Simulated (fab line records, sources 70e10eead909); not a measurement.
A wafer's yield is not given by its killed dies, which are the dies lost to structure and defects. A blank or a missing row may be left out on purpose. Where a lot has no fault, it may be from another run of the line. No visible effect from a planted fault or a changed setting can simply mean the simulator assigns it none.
Which tool is to blame? / flow nand harc / 12 lots, 36 wafers sampled, at 4 steps of a route of 1302

## WHAT THE GAUGES READ, wafer by wafer
NHARC_P_M1_INSPECT_27.
lot=L075; measured=day 6 16:20; on=defect inspect-02; raw defect count=98 211 180
lot=L077; measured=day 7 18:08; on=defect inspect-02; raw defect count=248 272 242
lot=L079; measured=day 8 12:55; on=defect inspect-01; raw defect count=288 426 223
lot=L081; measured=day 9 13:10; on=defect inspect-01; raw defect count=223 146 336
lot=L083; measured=day 10 02:44; on=defect inspect-01; raw defect count=518 267 412
lot=L085; measured=day 10 23:33; on=defect inspect-01; raw defect count=514 638 483
lot=L087; measured=day 12 12:08; on=defect inspect-02; raw defect count=354 185 277
lot=L088; measured=day 12 14:10; on=defect inspect-02; raw defect count=197 429 514
lot=L091; measured=day 13 12:55; on=defect inspect-01; raw defect count=167 192 167
lot=L093; measured=day 14 10:39; on=defect inspect-01; raw defect count=300 222 577
lot=L095; measured=day 14 23:14; on=defect inspect-01; raw defect count=361 218 186
lot=L096; measured=day 15 19:31; on=defect inspect-02; raw defect count=207 192 290

## TOOL THAT RAN EACH LOT (tool first, then ch and the chambers of the sampled wafers, then the start)
lot=L075; NHARC_P_M0_ETCH_15=rie diel-04 ch 0,3, day 6 16:20 or earlier; NHARC_P_M0_PRE_CLEAN_29=pvd sputter-02, day 6 16:20 or earlier; NHARC_P_M1_PRE_CLEAN_30=pvd sputter-01, day 6 16:20 or earlier
lot=L077; NHARC_P_M0_ETCH_15=rie diel-09 ch 0,1, day 7 18:08 or earlier; NHARC_P_M0_PRE_CLEAN_29=pvd sputter-01, day 7 18:08 or earlier; NHARC_P_M1_PRE_CLEAN_30=pvd sputter-02, day 7 18:08 or earlier
lot=L079; NHARC_P_M0_ETCH_15=rie diel-09 ch 0,1,2, day 8 12:55 or earlier; NHARC_P_M0_PRE_CLEAN_29=pvd sputter-03, day 8 12:55 or earlier; NHARC_P_M1_PRE_CLEAN_30=pvd sputter-03, day 8 12:55 or earlier
lot=L081; NHARC_P_M0_ETCH_15=rie diel-09 ch 1,2, day 9 13:10 or earlier; NHARC_P_M0_PRE_CLEAN_29=pvd sputter-01, day 9 13:10 or earlier; NHARC_P_M1_PRE_CLEAN_30=pvd sputter-02, day 9 13:10 or earlier
lot=L083; NHARC_P_M0_ETCH_15=rie diel-04 ch 2,3, day 9 20:59 or earlier; NHARC_P_M0_PRE_CLEAN_29=pvd sputter-01, day 9 20:59; NHARC_P_M1_PRE_CLEAN_30=pvd sputter-02, day 10 02:44 or earlier
lot=L085; NHARC_P_M0_ETCH_15=rie diel-09 ch 0,1,3, day 10 23:33 or earlier; NHARC_P_M0_PRE_CLEAN_29=pvd sputter-03, day 10 23:33 or earlier; NHARC_P_M1_PRE_CLEAN_30=pvd sputter-01, day 10 23:33 or earlier
lot=L087; NHARC_P_M0_ETCH_15=rie diel-07 ch 2,3, day 12 12:08 or earlier; NHARC_P_M0_PRE_CLEAN_29=pvd sputter-03, day 12 12:08 or earlier; NHARC_P_M1_PRE_CLEAN_30=pvd sputter-02, day 12 12:08 or earlier
lot=L088; NHARC_P_M0_ETCH_15=rie diel-07 ch 0,1, day 12 14:10 or earlier; NHARC_P_M0_PRE_CLEAN_29=pvd sputter-01, day 12 14:10 or earlier; NHARC_P_M1_PRE_CLEAN_30=pvd sputter-02, day 12 14:10 or earlier
lot=L091; NHARC_P_M0_ETCH_15=rie diel-07 ch 0,2,3, day 13 12:55 or earlier; NHARC_P_M0_PRE_CLEAN_29=pvd sputter-03, day 13 12:55 or earlier; NHARC_P_M1_PRE_CLEAN_30=pvd sputter-03, day 13 12:55 or earlier
lot=L093; NHARC_P_M0_ETCH_15=rie diel-09 ch 2,3, day 14 10:39 or earlier; NHARC_P_M0_PRE_CLEAN_29=pvd sputter-01, day 14 10:39 or earlier; NHARC_P_M1_PRE_CLEAN_30=pvd sputter-02, day 14 10:39 or earlier
lot=L095; NHARC_P_M0_ETCH_15=rie diel-04 ch 2,3, day 14 23:14 or earlier; NHARC_P_M0_PRE_CLEAN_29=pvd sputter-02, day 14 23:14 or earlier; NHARC_P_M1_PRE_CLEAN_30=pvd sputter-01, day 14 23:14 or earlier
lot=L096; NHARC_P_M0_ETCH_15=rie diel-07 ch 0,2,3, day 15 19:31 or earlier; NHARC_P_M0_PRE_CLEAN_29=pvd sputter-02, day 15 19:31 or earlier; NHARC_P_M1_PRE_CLEAN_30=pvd sputter-02, day 15 19:31 or earlier
- NHARC_P_M0_ETCH_15: etches the open film in C4F8/Ar, target depth 150 nm, overetch 15 nm, time 82.5 s.
- NHARC_P_M0_PRE_CLEAN_29: time 30 s.
- NHARC_P_M1_PRE_CLEAN_30: time 30 s.

## THE ANSWER, worked out from the rows above alone
Rule: what is usual is taken from the lots themselves. The widest of any qualifying gaps counts: lots, ordered by their means at a reading, are off when they make up no more than a third of the lots, leave a main group of 4 or more, and stand apart from it by 3 or more times the standard deviation of that group's means. The tables above print the reading to a certain number of digits; a main group whose means all agree to those digits is not used. A lot without any number at a reading at which 4 lots or more have one is off too. Any other lot the step has rows for is counted as sound.
Across all readings shown, no lot is off: no conclusion can be drawn from this.

## WHAT THE SIMULATOR HAD INSERTED
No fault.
